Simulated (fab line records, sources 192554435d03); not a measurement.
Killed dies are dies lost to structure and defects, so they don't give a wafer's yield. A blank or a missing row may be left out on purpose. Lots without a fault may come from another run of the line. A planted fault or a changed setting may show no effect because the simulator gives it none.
fab line records | flow n5_finfet
record lots=5 wafers=12 last_day=16
route steps=1938 shown WELL_APT@28
lots that met no fault: from a run of the same line without faults
start_h: hours from the record's first day to the start of the lot's first wafer shown | wait_h: hours since the lot's step before | " the same as in the row above | L1.1+2: a row that stands for several wafers | - no value, or no start given | * or withheld: withheld | < > ~ a bound
route shown NAME@n: a module of which the file shows steps, and the number in the route of the first | usual: mean/standard deviation of fault-free wafers | same: alike in all rows | chamber/n: place in a boat | sites: the reading at each site | _std_site: their standard deviation | _edge_site: outer sites' mean less inner sites' | radius_mm: how far each site lies from the wafer's centre | mask NAME#n: copy n | behind: the tool/chamber that last shaped the wafer | hold: why the lot was held/for how many hours/how that ended | device: the transistor (n, p or np) that didn't switch | end of line: the same wafers' tests at the end of the route | a step without rows: its recipe alone | killed: dies lost to structure and defects at the first sort, not the wafer's yield | map: a wafer's dies, x killed, . not, _ none there
set.NAME: the setting as run; set.NAME@STEP: as run at that earlier step | model.NAME: the simulator's own value behind a step, which no gauge read
lots at some steps of the route; a table a step, a row a wafer
services: from which hour (start_h, from the record's first day; less than 0 if before it) a tool's chamber was out of use, for how many hours, and why
## steps
# step N5_WELL_APT_CD_MEAS_08
# recipe target_cd_nm=200 landing_energy_ev=500 detector=se_inlens
# usual cd_nm=201/3.1
# columns lot.wafer tool chamber start_h wait_h cd_nm
L823.1 cd_sem-02 0 31.56 - 198
L823.2 " 0 " " 197
L836.2 cd_sem-01 0 109.69 - 204
L836.4 " 0 " " 204
L836.6 " 0 " " 205
L837.1 cd_sem-01 0 115.56 - 199
L837.3 " 0 " " 198
L838.4 cd_sem-02 0 121.56 - 205
L838.5 " 0 " " 206
L841.1 cd_sem-02 0 140.24 - 204
L841.3 " 0 " " 204
L841.4 " 0 " " 201
# step N5_WELL_APT_OVL_MEAS_09
# recipe points_per_wafer=44
# usual NWELL_OVL=1/5.7
# columns lot.wafer tool chamber start_h wait_h NWELL_OVL[nm]
L823.1 overlay-01 0 31.59 0.0 -5
L823.2 " 0 " " -3
L836.2 overlay-01 0 109.71 0.0 4
L836.4 " 0 " " 9
L836.6 " 0 " " 5
L837.1 overlay-01 0 115.59 0.0 1
L837.3 " 0 " " 1
L838.4 overlay-01 0 121.59 0.0 8
L838.5 " 0 " " 6
L841.1 overlay-01 0 140.27 0.0 0
L841.3 " 0 " " 2
L841.4 " 0 " " 2
# step N5_WELL_APT_INSPECT_10
# recipe mode=adi inspect_instrument=macro
# usual raw_defect_count=2.1/1.4
# columns lot.wafer tool chamber start_h wait_h raw_defect_count
L823.1 defect_inspect-01 - 31.61 0.0 2
L823.2 " - " " 3
L836.2 defect_inspect-02 - 109.74 0.0 2
L836.4 " - " " 1
L836.6 " - " " 3
L837.1 defect_inspect-01 - 115.61 0.0 2
L837.3 " - " " 2
L838.4 defect_inspect-01 - 121.61 0.0 1
L838.5 " - " " 1
L841.1 defect_inspect-02 - 140.29 0.0 1
L841.3 " - " " 1
L841.4 " - " " 3
# step N5_WELL_APT_DESCUM_13
# recipe chemistry=O2 time_s=7.9 source_power_w=50 bias_power_w=20 pressure_mtorr=20 rf_frequency_hz=2.712e+07 temp_c=40 o2_flow_sccm=225
# usual drypump_motor_current_A=5.8/0.47 oes_product_au=0.81/0.088 rf_vpp_V=243.1/1.1 showerhead_plenum_p_Torr=2.10/0.046 throttle_valve_pct=20.53/0.3
# columns lot.wafer tool chamber start_h wait_h drypump_motor_current_A oes_product_au rf_hours_counter_h rf_vpp_V showerhead_plenum_p_Torr throttle_valve_pct
L823.1 rie_diel-01 2 31.64 0.0 5.3 0.81 85 245.8 2.19 20.31
L823.2 " 0 " " 6.3 0.82 89 244.7 2.13 20.42
L836.2 rie_diel-01 1 109.77 0.0 5.7 0.71 200 242.2 2.09 21.17
L836.4 " 2 " " 5.3 0.79 111 244.7 2.18 20.35
L836.6 " 0 " " 6.3 0.79 - 244.4 2.12 20.47
L837.1 rie_diel-01 0 115.77 0.2 6.3 0.79 118 243.9 2.12 20.49
L837.3 " 1 " " 5.8 0.70 202 242.9 2.09 21.17
L838.4 rie_diel-05 0 121.65 0.0 5.1 0.89 42 242.7 2.04 20.28
L838.5 " 2 " " 6.7 0.73 - 242.8 2.07 20.79
L841.1 rie_diel-01 0 140.33 0.0 6.3 0.78 126 242.7 2.12 20.49
L841.3 " 1 " " 5.7 0.69 210 243.2 2.09 21.20
L841.4 " 2 " " 5.3 0.77 122 244.3 2.17 20.37
# step N5_WELL_APT_IMPLANT_14
# recipe species=P energy_kev=160 dose_cm2=1.5e+13 tilt_deg=0 rotation_deg=0
# step N5_WELL_APT_IMPLANT_15
# recipe species=As energy_kev=25 dose_cm2=1.5e+13 tilt_deg=0 rotation_deg=0
# step N5_WELL_APT_STRIP_16
# recipe chemistry=SPM time_s=900 temp_c=130 h2so4_h2o2_vol_ratio=4 dry=ipa_marangoni
# step N5_WELL_APT_HMDS_18
# recipe time_s=60 temp_c=120
# step N5_WELL_APT_COAT_19
# recipe spin_rpm=1357 resist_thk_nm=950
# step N5_WELL_APT_EBR_21
# recipe solvent=PGMEA ebr_width_mm=1.5
# step N5_WELL_APT_SOFTBAKE_20
# recipe temp_c=130 time_s=60
# step N5_WELL_APT_EXPOSE_22
# recipe mask_id=PWELL na=0.8 source_shape=conventional sigma_outer=0.8 polarization=unpolarized defocus_nm=0 target_cd_nm=200 dose_mj=23.2
# step N5_WELL_APT_PEB_23
# recipe peb_temp_c=130 peb_time_s=90
# columns lot.wafer tool chamber start_h wait_h
L823.1+2 litho_track-05 0 32.69 0.1
L836.2+4+6 litho_track-02 0 110.69 0.0
L837.1+3 litho_track-05 0 116.68 0.1
L838.4+5 litho_track-01 0 122.69 0.0
L841.1+3+4 litho_track-01 0 141.37 0.1
# step N5_WELL_APT_DEVELOP_24
# recipe develop_time_s=45 rinse_liquid=surfactant_rinse dry=air_spin dev_temp_c=21
# step N5_WELL_APT_HARDBAKE_29
# recipe temp_c=130 time_s=120
# step N5_WELL_APT_CD_MEAS_25
# recipe target_cd_nm=200 landing_energy_ev=500 detector=se_inlens
# usual cd_nm=199.4/2.8
# columns lot.wafer tool chamber start_h wait_h cd_nm
L823.1 cd_sem-02 0 32.80 - 198.0
L823.2 " 0 " " 207.6
L836.2 cd_sem-01 0 110.81 - 204.5
L836.4 " 0 " " 200.1
L836.6 " 0 " " 201.4
L837.1 cd_sem-02 0 116.80 - 196.7
L837.3 " 0 " " 202.5
L838.4 cd_sem-01 0 122.81 - 196.2
L838.5 " 0 " " 197.9
L841.1 cd_sem-02 0 141.48 - 196.5
L841.3 " 0 " " 197.5
L841.4 " 0 " " 198.9
# step N5_WELL_APT_OVL_MEAS_26
# recipe points_per_wafer=44
# usual PWELL_OVL=1/5.3
# columns lot.wafer tool chamber start_h wait_h PWELL_OVL[nm]
L823.1 overlay-02 0 32.83 0.0 2
L823.2 " 0 " " -1
L836.2 overlay-02 0 110.83 0.0 -8
L836.4 " 0 " " -8
L836.6 " 0 " " -12
L837.1 overlay-01 0 116.83 0.0 -10
L837.3 " 0 " " -3
L838.4 overlay-01 0 122.84 0.0 0
L838.5 " 0 " " 1
L841.1 overlay-01 0 141.51 0.0 3
L841.3 " 0 " " 9
L841.4 " 0 " " 9
# step N5_WELL_APT_INSPECT_27
# recipe mode=adi inspect_instrument=macro
# usual raw_defect_count=1.8/1.5
# columns lot.wafer tool chamber start_h wait_h raw_defect_count
L823.1 defect_inspect-02 - 32.86 0.0 2
L823.2 " - " " 1
L836.2 defect_inspect-01 - 110.86 0.0 0
L836.4 " - " " 2
L836.6 " - " " 3
L837.1 defect_inspect-01 - 116.85 0.0 2
L837.3 " - " " 2
L838.4 defect_inspect-02 - 122.86 0.0 2
L838.5 " - " " 0
L841.1 defect_inspect-02 - 141.54 0.0 2
L841.3 " - " " 1
L841.4 " - " " 3
# step N5_WELL_APT_DESCUM_30
# recipe chemistry=O2 time_s=7.9 source_power_w=50 bias_power_w=20 pressure_mtorr=20 rf_frequency_hz=2.712e+07 temp_c=40 o2_flow_sccm=225
# usual drypump_motor_current_A=5.7/0.45 oes_product_au=0.81/0.11 rf_vpp_V=243.0/1.1 showerhead_plenum_p_Torr=2.08/0.046 throttle_valve_pct=20.48/0.24
# columns lot.wafer tool chamber start_h wait_h drypump_motor_current_A oes_product_au rf_hours_counter_h rf_vpp_V showerhead_plenum_p_Torr throttle_valve_pct model.WELL_APT.cd_nm
L823.1 rie_diel-01 3 32.93 0.1 6.0 0.87 46 243.0 2.11 20.36 198
L823.2 " 1 " " 5.7 0.73 174 242.3 2.10 21.12 207.8
L836.2 rie_diel-04 0 110.94 0.1 5.9 0.82 101 243.3 2.01 20.23 204.5
L836.4 " 3 " " 6.0 1.01 - 242.6 2.06 20.16 200.4
L836.6 " 1 " " 5.4 0.92 - 244.9 2.15 20.44 201.4
L837.1 rie_diel-04 0 116.89 0.0 5.9 0.80 103 243.7 2.01 20.24 196.6
L837.3 " 3 " " 6.0 1.00 3 243.2 2.06 20.17 202.5
L838.4 rie_diel-04 0 123.12 0.3 5.9 0.80 106 240.8 2.01 20.22 195.9
L838.5 " 1 " " 5.5 0.90 - 245.6 2.15 20.45 198.1
L841.1 rie_diel-05 2 141.57 0.0 6.7 0.73 170 243.3 2.06 20.79 196.6
L841.3 " 3 " " 5.0 0.99 10 242.8 2.05 20.22 197.7
L841.4 " 1 " " 5.8 0.89 37 241.7 2.07 20.54 198.4
# step N5_WELL_APT_IMPLANT_31
# recipe species=B energy_kev=60 dose_cm2=1.5e+13 tilt_deg=0 rotation_deg=0
## services
# columns tool chamber start_h hours kind
rie_diel-04 1 9.62 - clean
rie_diel-04 1 9.62 - consumable_replace:focus_ring
rie_diel-04 1 9.62 23.0 scheduled_down
rie_diel-04 1 9.62 23.0 vent_cycle
rie_diel-05 1 30.71 - clean
rie_diel-05 1 30.71 - consumable_replace:focus_ring
rie_diel-05 1 30.71 18.3 scheduled_down
rie_diel-05 1 30.71 18.3 vent_cycle
rie_diel-05 - 34.46 0.1 repair
rie_diel-05 0 64.07 2.2 repair
rie_diel-04 0 87.45 6.6 repair
rie_diel-04 3 94.41 - clean
rie_diel-04 3 94.41 - consumable_replace:focus_ring
rie_diel-05 3 96.43 - clean
rie_diel-05 3 96.43 - consumable_replace:focus_ring
rie_diel-05 3 96.43 19.5 scheduled_down
rie_diel-05 3 96.43 19.5 vent_cycle
litho_track-05 - 107.98 - consumable_replace:filter
rie_diel-04 2 108.99 - clean
rie_diel-04 2 108.99 - consumable_replace:focus_ring
rie_diel-04 2 108.99 10.1 scheduled_down
rie_diel-04 2 108.99 10.1 vent_cycle
## key
first_sign none at tools or gauges
model_effect step=N5_WELL_APT_DESCUM_30 value=WELL_APT.cd_nm without=197.1 struck=207.8
met_at N5_WELL_APT_PEB_23
struck_wafers L823.2
tester_left_out L823
fault kind=process_parameter_drift tool=litho_track-05 chamber=- onset_h=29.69 steps=N5_WELL_APT_PEB_23 channel=peb_time_s offset=* shape=step end_h=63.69 scope=struck_wafers_only acts_in=* stated=*
# tester_left_out: of these lots the tester's yield and bins aren't shown, on N5 and GAA mostly nor the transistor test; their killed dies are dies lost to structure and defects alone, not to doping, threshold or leakage, so they don't give the yield
